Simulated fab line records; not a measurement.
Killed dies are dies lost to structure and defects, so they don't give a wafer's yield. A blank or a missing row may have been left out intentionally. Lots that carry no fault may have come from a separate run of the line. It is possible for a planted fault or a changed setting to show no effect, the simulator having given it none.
Split-lot experiment -- flow n5-finfet -- 7 lots, 21 wafers read, on a route of 1938 steps

THE SPLIT
At N5_BEOL_M1_TRENCH_ETCH_37 (etches SiOC in C4F6/O2, target depth 55.207 nm, time 29 s), the setting source-w was moved away from the recipe's 355 W on 5 of the 21 wafers read, by -13.9% to +15.7%. This setting was run at the recipe's value on the other wafers.

The split's own step is where the reading is taken.

THE READING
rf-vpp-V, in V, at N5_BEOL_M1_TRENCH_ETCH_37 (etches SiOC in C4F6/O2, target depth 55.207 nm, time 29 s). Typical for fault-free wafers on this fab line: 666 V, with standard deviation 9.5 V.

wafer,"tool, chamber at the split","source-w as run, W",against the recipe,"rf-vpp-V, V",against lot-mates on the recipe
L074.1,"rie-diel-06, 1",410.9,+15.7%,605,-51
L074.3,"rie-diel-06, 2",355,recipe,661,-
L074.5,"rie-diel-06, 3",355,recipe,651,-
L075.3,"rie-diel-04, 0",355,recipe,684,-
L075.4,"rie-diel-04, 3",355,recipe,665,-
L075.5,"rie-diel-04, 2",355,recipe,674,-
L082.2,"rie-diel-06, 2",355,recipe,661,-
L082.3,"rie-diel-06, 0",376.8,+6.1%,654,-7
L082.4,"rie-diel-06, 3",376.8,+6.1%,631,-30
L087.1,"rie-diel-06, 1",355,recipe,650,-
L087.4,"rie-diel-06, 2",355,recipe,662,-
L087.5,"rie-diel-06, 1",355,recipe,649,-
L090.2,"rie-diel-04, 1",305.7,-13.9%,717,+54
L090.3,"rie-diel-04, 3",355,recipe,663,-
L090.4,"rie-diel-04, 0",305.7,-13.9%,738,+75
L094.3,"rie-diel-06, 0",355,recipe,674,-
L094.4,"rie-diel-06, 3",355,recipe,649,-
L094.5,"rie-diel-06, 1",355,recipe,650,-
L097.1,"rie-diel-04, 3",355,recipe,661,-
L097.2,"rie-diel-04, 0",355,recipe,683,-
L097.4,"rie-diel-04, 1",355,recipe,663,-

THE FIT
A straight line over all 21 wafers: rf-vpp-V changes by -4.17 V for each +1% of source-w; r = -0.91; the points scatter about the line by 12 V.
The same after taking each lot's own level away (the mean of its wafers on the recipe; 21 wafers): -3.98 V for each +1%; r = -0.93; scatter 9.8 V.
The reading moves by 63 V for the largest change in source-w, on that fit.
The lots' own levels span 653.7 to 674.3 V, that is 2.2 times the standard deviation above.
Hence the lot-to-lot level has little effect on the slope; both slopes agree.
Check: for one of the wafers moved furthest among these (+15.7%), held out of the fit, the line's prediction against its lot-mates is -67 V. Against them it came out at -51 V.
Tool readings at the split's step, against how far the setting was moved: rf-vpp-V r = -0.91.

THE OTHER SPLITS THESE WAFERS WENT THROUGH
These wafers also went through other splits before the reading. Each is held against what the fit with the lots' levels taken away leaves over:
other split on the same wafers,wafers away from the commonest value,r with rf-vpp-V (lot level and that fit taken away)
N5_MOL_CONTACT_COAG_VIA_ETCH_117 bias-w,7,+0.02
N5_BEOL_M0_SAQP_SPACER1_ALD_98 ald-cycles,8,-0.07
N5_BEOL_M1_COAT_61 spin-rpm,6,+0.25
N5_BEOL_M1_COAT_05 spin-rpm,9,-0.29
N5_BEOL_M1_ETCH_70 source-w,8,-0.34

THE FILE'S OWN FIT
rf-vpp-V changes by -3.81 V for each +1% of source-w, r = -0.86.
